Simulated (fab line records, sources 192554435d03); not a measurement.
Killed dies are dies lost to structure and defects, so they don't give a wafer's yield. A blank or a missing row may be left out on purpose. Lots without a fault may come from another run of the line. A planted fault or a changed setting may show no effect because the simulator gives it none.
fab line records    flow n5_finfet
[record] lots = 13  wafers = 37  last_day = 21
route steps=1938 shown BEOL_M11@1593 BEOL_M12@1613
lots untouched by any fault: they come from a run of this same line in which no faults occurred
start_h: hours from the record's opening day to when the first of the lot's shown wafers began    wait_h: how many hours have passed since the lot's step before this one    " repeats the value in the row above    L1.1+2: a single row standing in for several wafers    - no value, or no start given    * or withheld: withheld    < > ~ a bound
route shown NAME@n: NAME is a module with steps in the file, n the number in the route of the first one    usual: average and standard deviation across the fault-free wafers    same: alike in all rows    chamber/n: place in a boat    sites: the reading at each site    _std_site: how widely they spread, as a standard deviation    _edge_site: outer sites' mean less inner sites'    radius_mm: how far each site lies from the wafer's centre    mask NAME#n: copy n    behind: the last tool/chamber to shape the wafer    hold: reason for holding the lot/hours on hold/outcome of the hold    device: transistor that didn't switch, given as n, p or np    end of line: at the end of the route, the tests of the same wafers    where a step has no rows: the recipe by itself    killed: the dies lost at the first sort to structure and to defects; this is not the yield of the wafer    map: dies across one wafer; x = killed, . = not, _ = none there
set.NAME: the setting the step ran with; set.NAME@STEP: the setting that earlier step ran with    model.NAME: the simulator's own value behind a step, which no gauge read
one table for each step of the route and one row for each wafer, over a sample of lots
services: from which hour (start_h, from the record's first day; less than 0 if before it) a tool's chamber was out of use, for how many hours, and why
[[steps]]
[step N5_BEOL_M11_SPUTTER_48]
[recipe] material = Cu  target_thk_a = 120  temp_c = -20  bias_v = 60  power_w = 26000  chamber_pressure_pa = 0.13  time_s = 2
[usual] throttle_valve_pct = 30.2/1.2
[same] time_s = 2
lot.wafer  tool            chamber  start_h  wait_h  throttle_valve_pct
L169.2     pvd_sputter-02  -        332.73   0.3     30.8
L169.5     "               -        "        "       28.7
L169.6     "               -        "        "       30.4
L167.3     pvd_sputter-03  -        338.03   0.3     28.3
L167.4     "               -        "        "       32.0
L167.5     "               -        "        "       29.9
L171.1     pvd_sputter-02  -        348.01   0.1     30.5
L171.4     "               -        "        "       30.4
L171.6     "               -        "        "       29.0
L172.2     pvd_sputter-03  -        348.26   0.2     28.3
L172.3     "               -        "        "       32.2
L172.4     "               -        "        "       30.0
L173.4     pvd_sputter-03  -        372.31   0.1     30.1
L173.5     "               -        "        "       32.1
L175.1     pvd_sputter-02  -        372.76   0.2     30.6
L175.3     "               -        "        "       28.9
L175.6     "               -        "        "       30.2
L178.2     pvd_sputter-03  -        375.87   0.2     31.9
L178.3     "               -        "        "       29.9
L178.6     "               -        "        "       28.2
L182.1     pvd_sputter-02  -        402.80   0.1     30.3
L182.2     "               -        "        "       30.5
L182.5     "               -        "        "       30.7
L186.3     pvd_sputter-01  -        435.50   0.1     30.0
L186.6     "               -        "        "       31.6
L187.1     pvd_sputter-03  -        443.90   0.1     31.8
L187.3     "               -        "        "       28.4
L187.4     "               -        "        "       30.3
L188.1     pvd_sputter-01  -        451.94   0.1     30.0
L188.3     "               -        "        "       28.6
L188.6     "               -        "        "       31.6
L189.1     pvd_sputter-01  -        455.20   0.1     28.5
L189.5     "               -        "        "       29.9
L189.6     "               -        "        "       32.0
L190.2     pvd_sputter-03  -        466.13   0.1     28.9
L190.3     "               -        "        "       32.0
L190.6     "               -        "        "       30.0
[step N5_BEOL_M11_INSPECT_58]
[recipe] inspect_instrument = darkfield  mode = post_dep
[usual] raw_defect_count = 72/27
lot.wafer  tool               chamber  start_h  wait_h  raw_defect_count
L169.2     defect_inspect-02  -        333.72   0.0     50
L169.5     "                  -        "        "       58
L169.6     "                  -        "        "       74
L167.3     defect_inspect-02  -        339.00   0.0     53
L167.4     "                  -        "        "       61
L167.5     "                  -        "        "       72
L171.1     defect_inspect-02  -        348.97   0.0     47
L171.4     "                  -        "        "       29
L171.6     "                  -        "        "       47
L172.2     defect_inspect-01  -        349.25   0.0     114
L172.3     "                  -        "        "       83
L172.4     "                  -        "        "       138
L173.4     defect_inspect-01  -        373.43   0.0     58
L173.5     "                  -        "        "       49
L175.1     defect_inspect-02  -        373.74   0.0     76
L175.3     "                  -        "        "       57
L175.6     "                  -        "        "       32
L178.2     defect_inspect-01  -        376.87   0.0     36
L178.3     "                  -        "        "       55
L178.6     "                  -        "        "       53
L182.1     defect_inspect-01  -        403.78   0.0     65
L182.2     "                  -        "        "       78
L182.5     "                  -        "        "       58
L186.3     defect_inspect-01  -        436.58   0.0     61
L186.6     "                  -        "        "       62
L187.1     defect_inspect-02  -        444.87   0.0     47
L187.3     "                  -        "        "       50
L187.4     "                  -        "        "       47
L188.1     defect_inspect-02  -        454.24   0.0     72
L188.3     "                  -        "        "       77
L188.6     "                  -        "        "       31
L189.1     defect_inspect-02  -        456.18   0.0     36
L189.5     "                  -        "        "       32
L189.6     "                  -        "        "       48
L190.2     defect_inspect-02  -        467.37   0.0     86
L190.3     "                  -        "        "       82
L190.6     "                  -        "        "       83
[step N5_BEOL_M12_OVL_MEAS_11]
[recipe] points_per_wafer = 44
[usual] V11_OVL = 1/6.3
lot.wafer  tool        chamber  start_h  wait_h  V11_OVL[nm]
L169.2     overlay-02  0        334.22   0.0     1
L169.5     "           0        "        "       3
L169.6     "           0        "        "       -1
L167.3     overlay-01  0        339.50   0.0     3
L167.4     "           0        "        "       -1
L167.5     "           0        "        "       -2
L171.1     overlay-01  0        349.48   0.0     -3
L171.4     "           0        "        "       -13
L171.6     "           0        "        "       -17
L172.2     overlay-01  0        349.75   0.0     12
L172.3     "           0        "        "       -3
L172.4     "           0        "        "       11
L173.4     overlay-02  0        373.93   0.0     13
L173.5     "           0        "        "       -4
L175.1     overlay-01  0        374.37   0.0     -8
L175.3     "           0        "        "       -14
L175.6     "           0        "        "       -6
L178.2     overlay-02  0        377.37   0.0     10
L178.3     "           0        "        "       8
L178.6     "           0        "        "       11
L182.1     overlay-02  0        404.46   0.0     7
L182.2     "           0        "        "       -1
L182.5     "           0        "        "       12
L186.3     overlay-01  0        437.21   0.0     5
L186.6     "           0        "        "       -4
L187.1     overlay-02  0        445.37   0.0     -4
L187.3     "           0        "        "       -3
L187.4     "           0        "        "       -7
L188.1     overlay-02  0        454.87   0.0     -3
L188.3     "           0        "        "       -6
L188.6     "           0        "        "       5
L189.1     overlay-02  0        456.68   0.0     10
L189.5     "           0        "        "       9
L189.6     "           0        "        "       -5
L190.2     overlay-01  0        467.87   0.0     7
L190.3     "           0        "        "       0
L190.6     "           0        "        "       6
[step N5_BEOL_M12_STRIP_71]
[recipe] chemistry = post_etch_residue_remover  time_s = 60  temp_c = 25  remover_ph = withheld  remover_water_wt_pct = withheld  remover_fluoride_wt_pct = withheld
[usual] run_length_s = 66.6/1.5  temp_c = 25.01/0.1  time_s = 60/0
lot.wafer  tool          chamber  start_h  wait_h  run_length_s  temp_c  time_s
L169.2     wet_bench-01  6        334.71   0.1     66.7          24.98   60
L169.5     "             7        "        "       66.6          24.95   60
L169.6     "             2        "        "       66.8          24.96   60
L167.3     wet_bench-01  3        339.99   0.0     67.7          24.88   60
L167.4     "             1        "        "       65.7          25.01   60
L167.5     "             0        "        "       64.6          25.11   60
L171.1     wet_bench-01  6        349.98   0.1     66.7          24.99   60
L171.4     "             7        "        "       67.3          25.05   60
L171.6     "             2        "        "       67.3          24.82   60
L172.2     wet_bench-01  1        350.67   0.1     66.4          25.07   60
L172.3     "             6        "        "       66.5          24.96   60
L172.4     "             3        "        "       66.1          25.05   60
L173.4     wet_bench-01  4        374.42   0.0     67.2          24.87   60
L173.5     "             2        "        "       67.4          25.02   60
L175.1     wet_bench-04  7        374.96   0.1     -             -       -
L175.3     "             6        "        "       -             -       -
L175.6     "             1        "        "       -             -       -
L178.2     wet_bench-01  2        378.08   0.1     -             -       -
L178.3     "             1        "        "       -             -       -
L178.6     "             7        "        "       -             -       -
L182.1     wet_bench-06  2        405.08   0.1     67.4          24.94   60
L182.2     "             5        "        "       66.9          24.95   60
L182.5     "             3        "        "       65.2          24.99   60
L186.3     wet_bench-06  4        437.70   0.0     67.8          24.98   60
L186.6     "             0        "        "       64.6          25.02   60
L187.1     wet_bench-06  1        445.86   0.1     65.9          25.14   60
L187.3     "             5        "        "       66.6          24.98   60
L187.4     "             6        "        "       67.2          25.13   60
L188.1     wet_bench-04  4        455.54   0.1     66.4          24.91   60
L188.3     "             1        "        "       65.6          24.97   60
L188.6     "             6        "        "       65.8          25.14   60
L189.1     wet_bench-01  7        457.18   0.1     66.7          24.89   60
L189.5     "             6        "        "       67.0          24.83   60
L189.6     "             4        "        "       67.1          25.22   60
L190.2     wet_bench-01  0        468.36   0.1     64.3          25.12   60
L190.3     "             7        "        "       67.5          25.24   60
L190.6     "             2        "        "       66.4          25.09   60
[[services]]
tool            chamber  start_h  hours  kind
wet_bench-01    -        370.85   1.7    repair
pvd_sputter-02  -        409.67   7.3    repair
pvd_sputter-01  -        426.95   3.4    repair
[[key]]
[first_sign] step = N5_BEOL_M12_STRIP_71  reading = tool_record  direction = missing
effect none on later readings
met_at N5_BEOL_M12_STRIP_71
struck_lots L175,L178
not_acting_at N5_BEOL_M11_SPUTTER_48,N5_BEOL_M11_INSPECT_58,N5_BEOL_M12_OVL_MEAS_11
onset_between 350.67 374.96
[fault] kind = skipped_step_whole  tool = wet_bench-01,wet_bench-04  chamber = -  onset_h = 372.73  steps = N5_BEOL_M12_STRIP_71  scope = struck_lots_only
